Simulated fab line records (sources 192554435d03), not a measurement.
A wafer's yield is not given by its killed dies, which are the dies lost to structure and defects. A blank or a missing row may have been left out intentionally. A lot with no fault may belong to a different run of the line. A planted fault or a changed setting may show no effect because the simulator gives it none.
Split-lot experiment :: flow n5_finfet :: 21 wafers read across 7 lots, on a route 1938 steps long

SPLIT DETAILS
At N5_BEOL_M13_TRENCH_ETCH_34 (etches SiOC in C4F8/O2/Ar, target depth 413.47 nm, time 162.6 s), the setting time_s was moved away from the recipe's 162.6 s on 3 of the 21 wafers read, by -20.7% to +8.1%. This setting was run at the recipe's value on the other wafers.

FROM THE SPLIT TO THE READING: what the file shows between them, 10 steps
- N5_BEOL_M13_STRIP_70: strips in C4F8/O2/Ar
- N5_BEOL_M13_OCD_MEAS_35
- N5_BEOL_M13_STRIP_37: strips in N2/H2
- N5_BEOL_M13_ETCH_38: etches SiCN in CF4/N2, target depth 67.5 nm, time 71.9 s
- N5_BEOL_M13_ECD_47: material Cu, target thk 936 nm
- N5_BEOL_M13_ANNEAL_48: time 90 s
- N5_BEOL_M13_CMP_49: polishes, stops on SiOC, t overpolish 17.1 s, target thk 420 nm
- N5_BEOL_M13_THK_MEAS_50: measures by xrf
- N5_BEOL_M13_PRE_CLEAN_52: time 15 s
- N5_BEOL_M13_DEP_53: deposits SiCN from 3MS/NH3, target thk 50 nm, time 17.8 s

THE READING
Measured at N5_BEOL_M13_RS_MEAS_54 by four-point probe: M13_RS, in ohm/sq. Fault-free wafers of this fab line usually give 0.0450 ohm/sq, standard deviation 0.0006 ohm/sq.

wafer: L075.2
tool, chamber at the split: rie_diel-05, 3
time_s as run, s: 175.8
against the recipe: +8.1%
M13_RS, ohm/sq: 0.0423
against lot-mates on the recipe: -0.0023

wafer: L075.4
tool, chamber at the split: rie_diel-05, 2
time_s as run, s: 175.8
against the recipe: +8.1%
M13_RS, ohm/sq: 0.0404
against lot-mates on the recipe: -0.0042

wafer: L075.5
tool, chamber at the split: rie_diel-05, 1
time_s as run, s: 162.6
against the recipe: recipe
M13_RS, ohm/sq: 0.0446
against lot-mates on the recipe: -

wafer: L077.1
tool, chamber at the split: rie_diel-05, 2
time_s as run, s: 162.6
against the recipe: recipe
M13_RS, ohm/sq: 0.0440
against lot-mates on the recipe: -

wafer: L077.2
tool, chamber at the split: rie_diel-05, 3
time_s as run, s: 162.6
against the recipe: recipe
M13_RS, ohm/sq: 0.0461
against lot-mates on the recipe: -

wafer: L077.3
tool, chamber at the split: rie_diel-05, 0
time_s as run, s: 162.6
against the recipe: recipe
M13_RS, ohm/sq: 0.0455
against lot-mates on the recipe: -

wafer: L083.2
tool, chamber at the split: rie_diel-04, 1
time_s as run, s: 162.6
against the recipe: recipe
M13_RS, ohm/sq: 0.0448
against lot-mates on the recipe: -

wafer: L083.4
tool, chamber at the split: rie_diel-04, 3
time_s as run, s: 162.6
against the recipe: recipe
M13_RS, ohm/sq: 0.0443
against lot-mates on the recipe: -

wafer: L083.5
tool, chamber at the split: rie_diel-04, 0
time_s as run, s: 162.6
against the recipe: recipe
M13_RS, ohm/sq: 0.0451
against lot-mates on the recipe: -

wafer: L080.1
tool, chamber at the split: rie_diel-05, 2
time_s as run, s: 162.6
against the recipe: recipe
M13_RS, ohm/sq: 0.0448
against lot-mates on the recipe: -

wafer: L080.3
tool, chamber at the split: rie_diel-05, 2
time_s as run, s: 162.6
against the recipe: recipe
M13_RS, ohm/sq: 0.0447
against lot-mates on the recipe: -

wafer: L080.6
tool, chamber at the split: rie_diel-05, 1
time_s as run, s: 162.6
against the recipe: recipe
M13_RS, ohm/sq: 0.0452
against lot-mates on the recipe: -

wafer: L085.3
tool, chamber at the split: rie_diel-02, 3
time_s as run, s: 162.6
against the recipe: recipe
M13_RS, ohm/sq: 0.0457
against lot-mates on the recipe: -

wafer: L085.5
tool, chamber at the split: rie_diel-02, 1
time_s as run, s: 162.6
against the recipe: recipe
M13_RS, ohm/sq: 0.0448
against lot-mates on the recipe: -

wafer: L085.6
tool, chamber at the split: rie_diel-02, 2
time_s as run, s: 162.6
against the recipe: recipe
M13_RS, ohm/sq: 0.0451
against lot-mates on the recipe: -

wafer: L090.2
tool, chamber at the split: rie_diel-02, 2
time_s as run, s: 162.6
against the recipe: recipe
M13_RS, ohm/sq: 0.0456
against lot-mates on the recipe: -

wafer: L090.5
tool, chamber at the split: rie_diel-02, 2
time_s as run, s: 162.6
against the recipe: recipe
M13_RS, ohm/sq: 0.0454
against lot-mates on the recipe: -

wafer: L090.6
tool, chamber at the split: rie_diel-02, 3
time_s as run, s: 162.6
against the recipe: recipe
M13_RS, ohm/sq: 0.0456
against lot-mates on the recipe: -

wafer: L091.2
tool, chamber at the split: rie_diel-05, 1
time_s as run, s: 129
against the recipe: -20.7%
M13_RS, ohm/sq: 0.0560
against lot-mates on the recipe: +0.0119

wafer: L091.3
tool, chamber at the split: rie_diel-05, 0
time_s as run, s: 162.6
against the recipe: recipe
M13_RS, ohm/sq: 0.0442
against lot-mates on the recipe: -

wafer: L091.4
tool, chamber at the split: rie_diel-05, 0
time_s as run, s: 162.6
against the recipe: recipe
M13_RS, ohm/sq: 0.0440
against lot-mates on the recipe: -

THE FIT
A straight line over all 21 wafers: M13_RS changes by -0.000512 ohm/sq for each +1% of time_s; r = -0.97; the points scatter about the line by 0.00068 ohm/sq.
The same after taking each lot's own level away (the mean of its wafers on the recipe; 21 wafers): -0.000533 ohm/sq for each +1%; r = -0.98; scatter 0.00064 ohm/sq.
On that fit, the largest move of time_s shifts the reading by 0.011 ohm/sq.
Across the lots, their own levels run from 0.04410 to 0.04553 ohm/sq, a range of 2.4 times the standard deviation given above.
So the lot-to-lot level changes the slope little: the two slopes agree.
Check: for one of the wafers moved furthest among these (-20.7%), held out of the fit, the line's prediction against its lot-mates is +0.00827 ohm/sq. Against them it came out at +0.0119 ohm/sq.

THE OTHER SPLITS THESE WAFERS WENT THROUGH
Before the reading, these wafers also passed through other splits. Each is held against what the fit with the lots' levels taken away leaves over:
other split on the same wafers: N5_BEOL_M13_EXPOSE_07 dose_mj
wafers away from the commonest value: 12
r with M13_RS (lot level and that fit taken away): -0.14

THE WHOLE CHAIN: every reading that the file lists as answering this split, in the file's order
step: N5_BEOL_M13_TRENCH_ETCH_34
what it does: etches SiOC in C4F8/O2/Ar, target depth 413.47 nm, time 162.6 s
reading: etch.depth_nm (the simulator's own value, which no gauge read)
change (the file's fit): +4.27 nm for each +1% of the setting
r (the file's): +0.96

step: N5_BEOL_M13_OCD_MEAS_35
what it does: 
reading: trench_depth_nm
change (the file's fit): +4.26 nm for each +1% of the setting
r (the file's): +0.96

step: N5_BEOL_M13_CMP_49
what it does: polishes, stops on SiOC, t overpolish 17.1 s, target thk 420 nm
reading: Cu_of_BEOL_M13_ECD_47.thk_nm (the simulator's own value, which no gauge read)
change (the file's fit): +4.26 nm for each +1% of the setting
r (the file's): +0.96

step: N5_BEOL_M13_THK_MEAS_50
what it does: measures by xrf
reading: M13_THK
change (the file's fit): +4.28 for each +1% of the setting
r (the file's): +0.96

step: N5_BEOL_M13_RS_MEAS_54
what it does: measures by four-point-probe
reading: M13_RS
change (the file's fit): -0.000555 for each +1% of the setting
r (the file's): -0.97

THE FILE'S OWN FIT
M13_RS changes by -0.000555 ohm/sq for each +1% of time_s, r = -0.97.
